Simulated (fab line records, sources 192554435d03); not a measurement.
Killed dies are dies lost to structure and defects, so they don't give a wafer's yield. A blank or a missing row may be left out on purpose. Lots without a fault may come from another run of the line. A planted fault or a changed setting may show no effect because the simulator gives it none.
Split-lot experiment | flow n5_finfet | 7 lots, 21 wafers read, on a route of 1938 steps

THE SPLIT
At N5_BEOL_M4_EXPOSE_08 (exposes mask M4), the setting dose_mj was moved away from the recipe's 41.25 on 8 of the 21 wafers read, by -7.3% to +6.1%. The other wafers ran this setting at the recipe's value.

FROM THE SPLIT TO THE READING: what the file shows between them, 11 steps
- N5_BEOL_M4_PEB_09: peb time 60 s
- N5_BEOL_M4_DEVELOP_10: develop time 30 s
- N5_BEOL_M4_CD_MEAS_11: target cd 16.79 nm
- N5_BEOL_M4_DESCUM_16: chemistry O2, time 7 s
- N5_BEOL_M4_ETCH_74: etches underlayer in N2/H2, target depth 6.5 nm, time 5.2 s
- N5_BEOL_M4_ETCH_63: etches SiARC in CF4, target depth 15.6 nm, time 26 s
- N5_BEOL_M4_ETCH_64: etches SOC in N2/H2, target depth 75 nm, overetch 22.5 nm, time 121.9 s
- N5_BEOL_M4_STRIP_65: strips in N2/H2
- N5_BEOL_M4_STRIP_75: strips in N2/H2
- N5_BEOL_M4_HM_OPEN_17: chemistry Cl2/BCl3, target TiN, target depth 20 nm, overetch 6 nm
- N5_BEOL_M4_STRIP_19: strips in O2

THE READING
cd_nm, in nm, at N5_BEOL_M4_CD_MEAS_18 (pitch 36 nm, target cd 18 nm). Fault-free wafers of this fab line usually give 18.0 nm, standard deviation 0.43 nm.

wafer  | tool, chamber at the split | dose_mj as run | against the recipe | cd_nm, nm | against lot-mates on the recipe
L077.1 | euv_scanner-02, 0          | 41.25          | recipe             | 17.8      | -
L077.2 | euv_scanner-02, 0          | 41.25          | recipe             | 17.6      | -
L077.3 | euv_scanner-02, 0          | 41.25          | recipe             | 18.0      | -
L079.3 | euv_scanner-02, 0          | 38.24          | -7.3%              | 16.8      | -1.1
L079.4 | euv_scanner-02, 0          | 41.25          | recipe             | 17.9      | -
L079.6 | euv_scanner-02, 0          | 38.24          | -7.3%              | 16.3      | -1.6
L082.2 | euv_scanner-02, 0          | 41.25          | recipe             | 17.9      | -
L082.3 | euv_scanner-02, 0          | 41.25          | recipe             | 17.9      | -
L082.4 | euv_scanner-02, 0          | 41.25          | recipe             | 18.1      | -
L084.1 | euv_scanner-01, 0          | 42.29          | +2.5%              | 18.7      | +0.4
L084.4 | euv_scanner-01, 0          | 41.25          | recipe             | 18.3      | -
L084.5 | euv_scanner-01, 0          | 42.29          | +2.5%              | 19.3      | +1.0
L085.1 | euv_scanner-02, 0          | 41.25          | recipe             | 18.0      | -
L085.4 | euv_scanner-02, 0          | 38.49          | -6.7%              | 16.6      | -1.3
L085.5 | euv_scanner-02, 0          | 41.25          | recipe             | 17.9      | -
L087.2 | euv_scanner-01, 0          | 40.46          | -1.9%              | 17.4      | -0.9
L087.3 | euv_scanner-01, 0          | 40.46          | -1.9%              | 17.5      | -0.8
L087.4 | euv_scanner-01, 0          | 41.25          | recipe             | 18.3      | -
L097.3 | euv_scanner-01, 0          | 41.25          | recipe             | 18.1      | -
L097.5 | euv_scanner-01, 0          | 43.76          | +6.1%              | 18.9      | +1.2
L097.6 | euv_scanner-01, 0          | 41.25          | recipe             | 17.3      | -

THE FIT
A straight line over all 21 wafers: cd_nm changes by +0.205 nm for each +1% of dose_mj; r = +0.90; the points scatter about the line by 0.31 nm.
The same after taking each lot's own level away (the mean of its wafers on the recipe; 21 wafers): +0.205 nm for each +1%; r = +0.93; scatter 0.26 nm.
On that fit, the largest move of dose_mj shifts the reading by 1.5 nm.
The lots' own levels span 17.70 to 18.30 nm, that is 1.4 times the standard deviation above.
So the lot-to-lot level changes the slope little: the two slopes agree.
Check: with one of the wafers moved furthest among these (-7.3%) left out of the fit, the line predicts -1.66 nm for it against its lot-mates. It came out at -1.1 nm against them.

OTHER SPLITS ON THESE WAFERS
These wafers also went through other splits before the reading. Each is held against what the fit with the lots' levels taken away leaves over:
other split on the same wafers   | wafers away from the commonest value | r with cd_nm (lot level and that fit taken away)
N5_BEOL_M0_CUTY_COAT_50 spin_rpm | 4                                    | +0.07
N5_BEOL_M1_ETCH_74 bias_w        | 9                                    | -0.07
N5_BEOL_M2_DESCUM_33 time_s      | 7                                    | -0.01
N5_BEOL_M2_ETCHBACK_99 time_s    | 5                                    | +0.49
N5_BEOL_M3_ALD_98 ald_cycles     | 11                                   | +0.03
N5_BEOL_M4_COAT_62 spin_rpm      | 8                                    | +0.09

THE WHOLE CHAIN: every reading that the file lists as answering this split, in the file's order
step                  | what it does                                                            | reading                                                               | change (the file's fit)               | r (the file's)
N5_BEOL_M4_CD_MEAS_11 | target cd 16.79 nm                                                      | cd_nm                                                                 | +0.198 nm for each +1% of the setting | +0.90
N5_BEOL_M4_ETCH_74    | etches underlayer in N2/H2, target depth 6.5 nm, time 5.2 s             | BEOL_M4.cd_offset_nm (the simulator's own value, which no gauge read) | +0.197 nm for each +1% of the setting | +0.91
N5_BEOL_M4_ETCH_64    | etches SOC in N2/H2, target depth 75 nm, overetch 22.5 nm, time 121.9 s | BEOL_M4.cd_offset_nm (the simulator's own value, which no gauge read) | +0.189 nm for each +1% of the setting | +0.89
N5_BEOL_M4_CD_MEAS_18 | pitch 36 nm, target cd 18 nm                                            | cd_nm                                                                 | +0.206 nm for each +1% of the setting | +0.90

THE FILE'S OWN FIT
cd_nm changes by +0.206 nm for each +1% of dose_mj, r = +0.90.
